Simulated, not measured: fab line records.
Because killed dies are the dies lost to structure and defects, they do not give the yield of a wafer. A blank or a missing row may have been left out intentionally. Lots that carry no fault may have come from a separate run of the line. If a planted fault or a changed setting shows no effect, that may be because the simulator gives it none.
Matching of chambers :: flow n5Finfet :: N5_BEOL_M15_VIA_ETCH_16 on rieDiel-04: 4 sister chambers
The step etches SiO2 in C4F8/O2/Ar, target depth 1792.2 nm. 4 wafers are shown with their chamber, then 8 later ones without.

== WAFERS PAIRED WITH THEIR CHAMBERS ==
wafer: L085.2
chamber: 3
rfVppV (V): 2263

wafer: L086.4
chamber: 2
rfVppV (V): 2196

wafer: L086.6
chamber: 0
rfVppV (V): 2154

wafer: L093.1
chamber: 1
rfVppV (V): 2185

== WAFERS WITHOUT THEIR CHAMBER ==
wafer: L093.3
rfVppV (V): 2261

wafer: L093.5
rfVppV (V): 2155

wafer: L096.1
rfVppV (V): 2196

wafer: L096.3
rfVppV (V): 2186

wafer: L096.5
rfVppV (V): 2195

wafer: L094.1
rfVppV (V): 2185

wafer: L094.2
rfVppV (V): 2153

wafer: L094.5
rfVppV (V): 2154

== THE CHAMBER EACH PASSED THROUGH ==
wafer: L093.3
from the rows above: 3
in truth: 3

wafer: L093.5
from the rows above: 0
in truth: 0

wafer: L096.1
from the rows above: 2
in truth: 2

wafer: L096.3
from the rows above: 1
in truth: 1

wafer: L096.5
from the rows above: 2
in truth: 2

wafer: L094.1
from the rows above: 1
in truth: 1

wafer: L094.2
from the rows above: 0
in truth: 0

wafer: L094.5
from the rows above: 0
in truth: 0
Correct placement for 8 of the 8. Not placeable from these rows: 0. 0 placed wrongly.
How it was worked out, from the rows above alone: a wafer's distance from a chamber is the root of the sum, over the readings, of the square of ((its reading less the chamber's mean) divided by the reading's scatter). If the next closest chamber is less than 2 further off than the closest, the wafer can't be placed; otherwise it belongs to the closest. A chamber's mean is the mean of its shown wafers. The scatter: root of mean squared gap, hidden wafer to nearest shown wafer, with one shown wafer a chamber.
